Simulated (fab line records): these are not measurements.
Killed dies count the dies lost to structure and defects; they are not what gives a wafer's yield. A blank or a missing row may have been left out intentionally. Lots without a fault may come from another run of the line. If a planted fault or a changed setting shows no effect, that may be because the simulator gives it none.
Chamber matching / flow nandHarc / NHARC_A_CONTACT_ETCH_75 on rieDiel-13 has 4 sister chambers
The step etches the open film in CF4, target depth 39 nm, time 65 s. 8 wafers are shown with their chamber, then 7 later ones without.

## WAFERS, EACH WITH ITS CHAMBER
wafer=L569.3; chamber=3; rfVppV (V)=148.4; runLengthS (s)=86.1
wafer=L567.1; chamber=2; rfVppV (V)=150.0; runLengthS (s)=86.7
wafer=L567.5; chamber=0; rfVppV (V)=151.2; runLengthS (s)=85.7
wafer=L570.1; chamber=1; rfVppV (V)=148.0; runLengthS (s)=86.2
wafer=L570.5; chamber=2; rfVppV (V)=149.9; runLengthS (s)=86.9
wafer=L570.6; chamber=1; rfVppV (V)=149.4; runLengthS (s)=86.6
wafer=L573.1; chamber=3; rfVppV (V)=147.9; runLengthS (s)=86.3
wafer=L573.4; chamber=0; rfVppV (V)=151.2; runLengthS (s)=86.3

## WAFERS MISSING THEIR CHAMBER
wafer=L573.5; rfVppV (V)=148.9; runLengthS (s)=86.3
wafer=L590.3; rfVppV (V)=153.1; runLengthS (s)=86.2
wafer=L590.4; rfVppV (V)=151.6; runLengthS (s)=86.7
wafer=L590.6; rfVppV (V)=153.4; runLengthS (s)=86.3
wafer=L589.2; rfVppV (V)=152.1; runLengthS (s)=86.4
wafer=L589.5; rfVppV (V)=150.7; runLengthS (s)=86.9
wafer=L589.6; rfVppV (V)=151.9; runLengthS (s)=86.2

## WHICH CHAMBER EACH ONE RAN IN
wafer=L573.5; from the rows above=can't be placed: 1 or 3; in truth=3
wafer=L590.3; from the rows above=0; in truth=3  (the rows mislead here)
wafer=L590.4; from the rows above=can't be placed: 0 or 2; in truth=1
wafer=L590.6; from the rows above=0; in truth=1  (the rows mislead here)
wafer=L589.2; from the rows above=0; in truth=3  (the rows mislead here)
wafer=L589.5; from the rows above=can't be placed: 2 or 0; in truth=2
wafer=L589.6; from the rows above=0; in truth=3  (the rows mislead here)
Placed correctly: 0 of 7. Unplaceable from these rows: 3, with the true chamber sitting among the candidates in 2. Wrongly placed: 4.
How it was worked out, from the rows above alone: a wafer's distance from a chamber is the root of the sum, over the readings, of the square of ((its reading less the chamber's mean) divided by the reading's scatter). If the next closest chamber is less than 2 further off than the closest, the wafer can't be placed; otherwise it belongs to the closest. For every chamber, the mean is computed from those of its wafers that are shown. The scatter: take each reading less its chamber's mean, square it, sum over the shown wafers, divide by the number of wafers less the number of chambers, and take the root.
